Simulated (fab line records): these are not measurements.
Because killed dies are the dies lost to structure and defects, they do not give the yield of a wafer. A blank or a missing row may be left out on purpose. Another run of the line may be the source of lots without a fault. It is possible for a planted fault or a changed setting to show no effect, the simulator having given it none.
Chamber matching | flow n5-finfet | N5_BEOL_M6_ETCH_65 on rie-diel-05 has 4 sister chambers
The step etches SiARC in CF4, target depth 15.6 nm, time 26 s. 16 wafers are shown with their chamber, then 8 later ones without.

WAFERS WITH THEIR CHAMBER
wafer  | chamber | drypump-motor-current-A (A) | showerhead-plenum-p-Torr (Torr) | throttle-valve-pct (%)
L074.3 | 2       | 5.5                         | 2.28                            | 15.39
L074.4 | 3       | 4.8                         | 2.21                            | 15.73
L074.5 | 2       | 5.6                         | 2.28                            | 15.41
L077.1 | 1       | 5.2                         | 2.16                            | 15.84
L077.3 | 0       | 5.9                         | 2.09                            | 15.21
L077.6 | 3       | 4.8                         | 2.21                            | 15.75
L080.1 | 2       | 5.5                         | 2.27                            | 15.43
L080.3 | 3       | 4.8                         | 2.21                            | 15.76
L080.5 | 2       | 5.5                         | 2.27                            | 15.43
L082.1 | 2       | 5.5                         | 2.27                            | 15.45
L082.5 | 2       | 5.5                         | 2.27                            | 15.45
L082.6 | 1       | 5.2                         | 2.16                            | 15.88
L090.3 | 0       | 5.9                         | 2.08                            | 15.27
L090.4 | 1       | 5.2                         | 2.16                            | 15.89
L090.5 | 0       | 5.9                         | 2.08                            | 15.25
L091.2 | 3       | 4.8                         | 2.20                            | 15.81

SIGNATURES, as means of the wafers listed above
reading                  | chamber 0 | chamber 1 | chamber 2 | chamber 3 | scatter within a chamber
drypump-motor-current-A  | 5.900     | 5.200     | 5.517     | 4.800     | 0.0264
showerhead-plenum-p-Torr | 2.0833    | 2.1600    | 2.2733    | 2.2075    | 0.00479
throttle-valve-pct       | 15.2433   | 15.8700   | 15.4267   | 15.7625   | 0.0281
Rule: distance of a wafer from a chamber = root of the sum over the readings of ((wafer's reading minus chamber's mean) / reading's scatter) squared. The wafer belongs to the nearest chamber; if the next one is less than 2 further off, it can't be placed. How the scatter is found: for the shown wafers, subtract from each reading the mean of its chamber, square and add these, divide the total by (wafers less chambers), then take the root.

WAFERS WITH NO CHAMBER GIVEN
wafer  | drypump-motor-current-A (A) | showerhead-plenum-p-Torr (Torr) | throttle-valve-pct (%)
L091.4 | 5.5                         | 2.26                            | 15.49
L091.6 | 4.8                         | 2.20                            | 15.80
L095.2 | 4.9                         | 2.20                            | 15.82
L095.3 | 5.9                         | 2.08                            | 15.29
L095.4 | 5.2                         | 2.15                            | 15.93
L096.3 | 5.5                         | 2.26                            | 15.51
L096.4 | 5.9                         | 2.08                            | 15.28
L096.5 | 5.9                         | 2.08                            | 15.29

WHICH CHAMBER EACH WENT THROUGH
wafer  | from the rows above | in truth
L091.4 | 2                   | 2
L091.6 | 3                   | 3
L095.2 | 3                   | 3
L095.3 | 0                   | 0
L095.4 | 1                   | 1
L096.3 | 2                   | 2
L096.4 | 0                   | 0
L096.5 | 0                   | 0
Correctly placed: 8 of 8. Can't be placed from these rows: 0. Number placed wrongly: 0.
